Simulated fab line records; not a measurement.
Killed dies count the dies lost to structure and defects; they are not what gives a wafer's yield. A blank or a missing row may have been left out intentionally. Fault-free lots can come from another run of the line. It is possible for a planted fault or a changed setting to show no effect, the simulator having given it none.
Matching of chambers | flow nand_harc | ald_hk-02 running NHARC_A_CHANNEL_FILL_D1_ALD_02: 4 sister chambers
The step deposits SiO2, target thk 6 nm, pulse time 10 s, ald cycles 60. 22 wafers are shown with their chamber, then 11 later ones without.

## EACH WAFER AND ITS CHAMBER
wafer  | chamber | heater_power_w (W) | precursor_pulse_height_rel
L747.1 | 2       | 429                | 0.993
L747.5 | 2       | 429                | 0.990
L747.6 | 1       | 482                | 1.012
L748.1 | 2       | 415                | 1.000
L748.4 | 3       | 438                | 1.012
L748.5 | 1       | 482                | 0.999
L753.3 | 3       | 449                | 0.994
L753.4 | 1       | 478                | 1.003
L753.5 | 0       | 451                | 0.997
L754.1 | 2       | 427                | 0.981
L754.4 | 1       | 470                | 1.011
L754.6 | 3       | 440                | 0.987
L755.1 | 3       | 439                | 1.004
L755.3 | 0       | 453                | 0.997
L755.5 | 3       | 453                | 1.007
L756.1 | 0       | 448                | 1.045
L756.2 | 2       | 439                | 0.982
L756.6 | 2       | 429                | 1.022
L758.3 | 1       | 481                | 0.984
L758.5 | 1       | 484                | 1.017
L758.6 | 2       | 428                | 0.964
L759.2 | 1       | 495                | 0.975

SIGNATURES (averages over the wafers above)
reading                    | chamber 0 | chamber 1 | chamber 2 | chamber 3 | scatter within a chamber
heater_power_w             | 450.67    | 481.71    | 428.00    | 443.80    | 6.76
precursor_pulse_height_rel | 1.01300   | 1.00014   | 0.99029   | 1.00080   | 0.0172
Rule: for a wafer and a chamber, the distance is found by dividing, reading by reading, the gap between the wafer's reading and the chamber's mean by the reading's scatter, squaring, summing and taking the root. The wafer belongs to the nearest chamber; if the next one is less than 2 further off, it can't be placed. The scatter: the root of (the sum of the squares of (reading less its chamber's mean) over the shown wafers, divided by (wafers less chambers)).

## WAFERS WITH NO CHAMBER GIVEN
wafer  | heater_power_w (W) | precursor_pulse_height_rel
L759.4 | 437                | 1.010
L759.6 | 484                | 0.994
L760.1 | 446                | 0.992
L760.5 | 428                | 1.012
L760.6 | 481                | 0.992
L762.2 | 431                | 1.013
L762.3 | 457                | 1.026
L762.5 | 481                | 0.959
L765.1 | 444                | 1.013
L765.2 | 460                | 1.007
L765.5 | 440                | 1.005

## WHICH CHAMBER EACH ONE RAN IN
wafer  | from the rows above          | in truth
L759.4 | can't be placed: 3 or 2 or 0 | 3
L759.6 | 1                            | 1
L760.1 | can't be placed: 3 or 0      | 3
L760.5 | can't be placed: 2 or 3      | 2
L760.6 | 1                            | 1
L762.2 | can't be placed: 2 or 3 or 0 | 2
L762.3 | can't be placed: 0 or 3      | 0
L762.5 | 1                            | 1
L765.1 | can't be placed: 3 or 0      | 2
L765.2 | can't be placed: 0 or 3 or 1 | 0
L765.5 | can't be placed: 3 or 0 or 2 | 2
Correctly placed: 3 of 11. Cannot be placed on the basis of these rows: 8; the candidates contain the true chamber in 7. 0 placed wrongly.
